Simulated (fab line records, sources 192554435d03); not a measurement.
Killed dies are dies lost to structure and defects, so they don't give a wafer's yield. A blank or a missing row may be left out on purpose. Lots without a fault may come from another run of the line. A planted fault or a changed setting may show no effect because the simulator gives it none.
fab line records | flow n5_finfet
record lots=14 wafers=34 last_day=17
route steps=1938 shown BEOL_M10@1523 BEOL_M11@1541
lots that met no fault: from a run of the same line without faults
start_h: hours from the record's first day to the start of the lot's first wafer shown | wait_h: hours since the lot's step before | " the same as in the row above | L1.1+2: a row that stands for several wafers | - no value, or no start given | * or withheld: withheld | < > ~ a bound
route shown NAME@n: a module of which the file shows steps, and the number in the route of the first | usual: mean/standard deviation of fault-free wafers | same: alike in all rows | chamber/n: place in a boat | sites: the reading at each site | _std_site: their standard deviation | _edge_site: outer sites' mean less inner sites' | radius_mm: how far each site lies from the wafer's centre | mask NAME#n: copy n | behind: the tool/chamber that last shaped the wafer | hold: why the lot was held/for how many hours/how that ended | device: the transistor (n, p or np) that didn't switch | end of line: the same wafers' tests at the end of the route | a step without rows: its recipe alone | killed: dies lost to structure and defects at the first sort, not the wafer's yield | map: a wafer's dies, x killed, . not, _ none there
set.NAME: the setting as run; set.NAME@STEP: as run at that earlier step | model.NAME: the simulator's own value behind a step, which no gauge read
steps of the route over a sample of lots; a table a step, a row a wafer
services: from which hour (start_h, from the record's first day; less than 0 if before it) a tool's chamber was out of use, for how many hours, and why
## steps
# step N5_BEOL_M10_PRE_CLEAN_45
# recipe gas=H2/He time_s=30 temp_c=250
# usual heater_power_w=325/31
# columns lot.wafer tool chamber start_h wait_h heater_power_w
L239.3 pvd_sputter-01 - 232.74 0.0 333
L239.4 " - " " 333
L240.2 pvd_sputter-01 - 232.86 0.0 344
L240.4 " - " " 354
L240.6 " - " " 345
L242.1 pvd_sputter-01 - 248.06 0.0 352
L242.5 " - " " 351
L241.4 pvd_sputter-03 - 248.36 0.0 337
L241.5 " - " " 326
L241.6 " - " " 266
L247.1 pvd_sputter-02 - 286.17 0.0 359
L247.2 " - " " 339
L247.4 " - " " 295
L250.1 pvd_sputter-01 - 301.78 0.0 342
L250.6 " - " " 276
L251.4 pvd_sputter-02 - 309.63 0.0 315
L251.5 " - " " 340
L251.6 " - " " 318
L252.2 pvd_sputter-01 - 312.43 0.0 353
L252.6 " - " " 327
L254.2 pvd_sputter-01 - 318.45 0.0 339
L254.5 " - " " 357
L254.6 " - " " 340
L253.3 pvd_sputter-03 - 328.72 0.0 262
L253.5 " - " " 339
L257.2 pvd_sputter-02 - 331.23 0.0 362
L257.3 " - " " 296
L256.2 pvd_sputter-01 - 336.60 0.0 328
L256.3 " - " " 353
L258.2 pvd_sputter-02 - 342.43 0.0 358
L258.4 " - " " 343
L258.5 " - " " 315
L260.4 pvd_sputter-03 - 358.25 0.0 274
L260.6 " - " " 335
# step N5_BEOL_M10_SURFACE_TREAT_76
# recipe gas=Ar time_s=* ion_energy_ev=* ion_current_ma_cm2=0.5 pressure_mtorr=* ar_flow_sccm=30
# usual throttle_valve_pct=*
# columns lot.wafer tool chamber start_h wait_h throttle_valve_pct
L239.3 pvd_sputter-01 - 233.12 0.2 *
L239.4 " - " " *
L240.2 pvd_sputter-01 - 233.34 0.2 *
L240.4 " - " " *
L240.6 " - " " *
L242.1 pvd_sputter-01 - 248.57 0.3 *
L242.5 " - " " *
L241.4 pvd_sputter-01 - 248.85 0.3 *
L241.5 " - " " *
L241.6 " - " " *
L247.1 pvd_sputter-02 - 286.52 0.2 *
L247.2 " - " " *
L247.4 " - " " *
L250.1 pvd_sputter-01 - 302.44 0.4 *
L250.6 " - " " *
L251.4 pvd_sputter-03 - 310.73 0.9 *
L251.5 " - " " *
L251.6 " - " " *
L252.2 pvd_sputter-01 - 312.79 0.2 *
L252.6 " - " " *
L254.2 pvd_sputter-03 - 318.86 0.2 *
L254.5 " - " " *
L254.6 " - " " *
L253.3 pvd_sputter-03 - 329.16 0.2 *
L253.5 " - " " *
L257.2 pvd_sputter-03 - 331.58 0.2 *
L257.3 " - " " *
L256.2 pvd_sputter-03 - 337.05 0.3 *
L256.3 " - " " *
L258.2 pvd_sputter-03 - 343.06 0.4 *
L258.4 " - " " *
L258.5 " - " " *
L260.4 pvd_sputter-03 - 358.67 0.1 *
L260.6 " - " " *
# step N5_BEOL_M10_CMP_52
# recipe stop_on=SiCOH_lowk t_overpolish_s=7 down_force_psi=1 platen_rpm=50 clearing_platen_down_force_psi=1.5 clearing_platen_rpm=50 post_cmp_clean=cu_alkaline target_thk_nm=140 clearing_platen_pad_velocity_m_s=0.99484 pad_velocity_m_s=0.99484
# usual barrier_field_endpoint_s=29.2/1.1 motor_current_A=6.2/0.63 overpolish_run_s=6.999/0.01 slurry_flow_ml_min=150.0/0.48 time_to_endpoint_s=68/5.3
# columns lot.wafer tool chamber start_h wait_h barrier_field_endpoint_s motor_current_A overpolish_run_s slurry_flow_ml_min time_to_endpoint_s
L239.3 cmp-03 0 234.13 0.2 28.1 7.1 6.979 150.1 65
L239.4 " 1 " " 28.4 5.6 7.003 148.7 65
L240.2 cmp-01 3 234.41 0.3 31.3 5.9 7.014 150.4 78
L240.4 " 1 " " 30.4 5.8 6.995 150.6 75
L240.6 " 2 " " 29.2 7.0 7.008 150.2 67
L242.1 cmp-03 1 249.42 0.3 29.7 6.0 6.991 149.5 67
L242.5 " 1 " " 30.9 5.8 7.011 150.1 66
L241.4 cmp-01 3 250.30 0.2 31.7 6.2 6.989 149.7 77
L241.6 " 1 " " 30.8 6.1 6.992 149.2 72
L241.5 " 2 " " 29.6 6.5 7.003 149.8 65
L247.2 cmp-01 3 287.49 0.2 30.7 6.1 6.990 150.6 76
L247.1 " 0 " " 28.0 6.5 7.005 149.4 65
L247.4 " 1 " " 29.7 5.5 7.010 150.4 72
L250.1 cmp-01 1 304.13 0.3 30.2 5.7 6.973 149.4 76
L250.6 " 1 " " 30.1 5.9 6.993 149.6 73
L251.4 cmp-04 3 311.89 0.2 28.0 6.8 6.974 150.9 62
L251.6 " 2 " " 29.8 5.3 7.009 150.1 74
L251.5 " 3 " " 27.8 7.1 7.003 150.5 61
L252.2 cmp-04 3 314.08 0.3 29.6 7.5 6.991 149.6 64
L252.6 " 2 " " 31.2 5.2 6.998 150.4 74
L254.2 cmp-03 2 319.89 0.3 28.5 6.3 6.996 150.3 64
L254.5 " 3 " " 30.5 5.3 7.000 150.2 72
L254.6 " 0 " " 29.0 7.4 6.992 150.7 63
L253.3 cmp-03 2 330.24 0.3 29.2 6.2 7.019 149.3 64
L253.5 " 1 " " 30.2 5.9 6.984 150.4 66
L257.3 cmp-03 3 332.44 0.2 30.5 5.2 6.985 149.5 72
L257.2 " 0 " " 27.7 7.3 7.002 149.8 63
L256.3 cmp-03 3 337.98 0.2 29.3 5.4 7.003 150.4 68
L256.2 " 0 " " 27.9 7.4 6.979 149.9 64
L258.2 cmp-01 1 345.50 0.2 29.8 5.6 7.002 149.9 75
L258.4 " 3 " " 32.0 5.9 6.991 150.0 81
L258.5 " 1 " " 30.3 5.5 7.003 149.5 72
L260.4 cmp-04 1 359.88 0.2 30.3 6.2 7.001 150.5 66
L260.6 " 3 " " 28.7 7.1 6.994 150.4 60
# step N5_BEOL_M11_COAT_59
# recipe resist=SOC temp_c=250 time_s=60 spin_rpm=1500 resist_thk_nm=100
# usual spin_speed_rpm=1500.1/1.2
# columns lot.wafer tool chamber start_h wait_h spin_speed_rpm
L239.3 litho_track-04 0 235.75 0.1 1500.3
L239.4 " 0 " " 1497.5
L240.2 litho_track-05 0 235.95 0.1 1500.9
L240.4 " 0 " " 1498.7
L240.6 " 0 " " 1501.5
L242.1 litho_track-04 0 253.64 0.1 1497.5
L242.5 " 0 " " 1500.3
L241.4 litho_track-04 0 253.88 0.1 1638.7
L241.5 " 0 " " 1638.7
L241.6 " 0 " " 1641.2
L247.1 litho_track-04 0 289.16 0.1 1638.9
L247.2 " 0 " " 1639.3
L247.4 " 0 " " 1639.6
L250.1 litho_track-03 0 308.08 0.1 1502.1
L250.6 " 0 " " 1501.3
L251.4 litho_track-03 0 314.26 0.1 1500.1
L251.5 " 0 " " 1500.8
L251.6 " 0 " " 1499.1
L252.2 litho_track-03 0 315.69 0.1 1499.8
L252.6 " 0 " " 1497.6
L254.2 litho_track-03 0 321.80 0.1 1500.1
L254.5 " 0 " " 1500.8
L254.6 " 0 " " 1499.4
L253.3 litho_track-05 0 331.95 0.1 1500.0
L253.5 " 0 " " 1499.3
L257.2 litho_track-05 0 334.52 0.1 1499.6
L257.3 " 0 " " 1499.5
L256.2 litho_track-03 0 341.24 0.1 1500.7
L256.3 " 0 " " 1500.4
L258.2 litho_track-05 0 347.26 0.1 1499.2
L258.4 " 0 " " 1499.7
L258.5 " 0 " " 1502.0
L260.4 litho_track-05 0 361.76 0.1 1501.0
L260.6 " 0 " " 1500.6
## services
# columns tool chamber start_h hours kind
cmp-03 - 220.80 0.6 repair
litho_track-03 - 246.46 - consumable_replace:filter
cmp-04 - 256.08 18.7 pm
cmp-01 - 258.31 4.0 pm
litho_track-04 - 260.47 - consumable_replace:filter
cmp-01 - 262.31 - consumable_replace:conditioner
cmp-01 - 262.31 - consumable_replace:pad
cmp-04 - 275.43 4.6 pm
cmp-03 - 281.20 3.0 repair
cmp-04 - 287.18 3.8 repair
cmp-03 - 302.98 5.4 pm
pvd_sputter-02 - 303.66 4.3 repair
cmp-04 - 314.23 4.0 pm
cmp-03 - 316.32 1.8 repair
cmp-04 - 318.23 - consumable_replace:conditioner
cmp-04 - 318.23 - consumable_replace:pad
pvd_sputter-03 - 332.51 3.0 repair
cmp-03 - 340.67 15.1 pm
cmp-04 - 341.79 3.5 pm
pvd_sputter-02 - 342.91 6.3 repair
cmp-01 - 346.52 0.4 repair
## key
first_sign step=N5_BEOL_M11_COAT_59 reading=spin_speed_rpm direction=up sigmas=99+ usual=* struck=*
effect none on later readings
met_at N5_BEOL_M11_COAT_59
struck_lots L241,L247
not_acting_at N5_BEOL_M10_PRE_CLEAN_45,N5_BEOL_M10_SURFACE_TREAT_76,N5_BEOL_M10_CMP_52
onset_between 253.64 253.88
fault kind=process_parameter_drift tool=litho_track-04 chamber=- onset_h=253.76 steps=N5_BEOL_M11_COAT_59 channel=spin_rpm offset=* shape=step end_h=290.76 acts_in=* stated=*
